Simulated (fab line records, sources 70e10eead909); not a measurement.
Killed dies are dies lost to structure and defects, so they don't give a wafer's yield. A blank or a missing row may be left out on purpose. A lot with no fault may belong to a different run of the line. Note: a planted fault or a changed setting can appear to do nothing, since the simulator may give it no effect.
Which tool is to blame? ; flow nand harc ; Sampling: 6 lots, 18 wafers, 5 of 1159 route steps

== WHAT THE GAUGES READ, wafer by wafer ==
NHARC_END_SORT_01.
lot;measured;on;defect limited yield (%)
L637;day 22 01:38;prober-02;92.9 93.2 93.8

== WHAT TOOL EACH LOT RAN ON (gives the tool, then ch and the chambers of the sampled wafers, and finally the start) ==
lot;NHARC_A_M1_STRIP_18;NHARC_A_BONDPAD_DEP_00;NHARC_A_BONDPAD_CMP_29;NHARC_THIN_TSV_DEP_43
L631;rie diel-10 ch 0,2,3, day 18 05:52;pecvd-03 ch 0,2, day 18 08:55;cmp-04 ch 0,1,2, day 18 09:20;pecvd-02 ch 0,1, day 19 01:26
L633;rie diel-10 ch 1,2,3, day 19 13:36;pecvd-03 ch 0,1,2, day 19 16:29;cmp-03 ch 1,2,3, day 19 16:55;pecvd-04 ch 1,2, day 20 07:44
L637;rie diel-05 ch 0,1,3, day 20 09:50;pecvd-03 ch 0,1,2, day 20 13:03;cmp-03 ch 0,1,3, day 20 13:26;pecvd-04 ch 0,1, day 21 09:58
L643;rie diel-10 ch 0,1,2, day 21 16:32;pecvd-03 ch 0,1, day 21 19:56;cmp-03 ch 0,3, day 21 20:16;pecvd-04 ch 0,1,2, day 22 11:34
L646;rie diel-10 ch 0,1,3, day 22 15:33;pecvd-01 ch 0,1, day 22 18:31;cmp-03 ch 1,2,3, day 22 18:53;pecvd-02 ch 0,2, day 23 10:37
L650;rie diel-06 ch 0,3, day 23 00:19;pecvd-03 ch 0,1,2, day 23 03:16;cmp-04 ch 0,1,3, day 23 03:38;pecvd-04 ch 1,2, day 23 19:53
- NHARC_A_M1_STRIP_18: strips in N2/H2.
- NHARC_A_BONDPAD_DEP_00: deposits SiCN, target thk 250 nm.
- NHARC_A_BONDPAD_CMP_29: polishes SiCN, target thk 200 nm.
- NHARC_THIN_TSV_DEP_43: deposits SiO2, target thk 1328.5 nm.

== THE ANSWER, worked out from the rows above alone ==
Rule: the lots themselves supply what counts as usual. The widest of any qualifying gaps counts: lots, ordered by their means at a reading, are off when they make up no more than a third of the lots, leave a main group of 4 or more, and stand apart from it by 3 or more times the standard deviation of that group's means. The tables above print the reading to a certain number of digits; a main group whose means all agree to those digits is not used. A lot without any number at a reading at which 4 lots or more have one is off too. Where the step has rows for the other lots, those lots are counted as sound.
None of the lots is off at any reading shown; this tells nothing.

== WHAT THE SIMULATOR HAD PUT IN ==
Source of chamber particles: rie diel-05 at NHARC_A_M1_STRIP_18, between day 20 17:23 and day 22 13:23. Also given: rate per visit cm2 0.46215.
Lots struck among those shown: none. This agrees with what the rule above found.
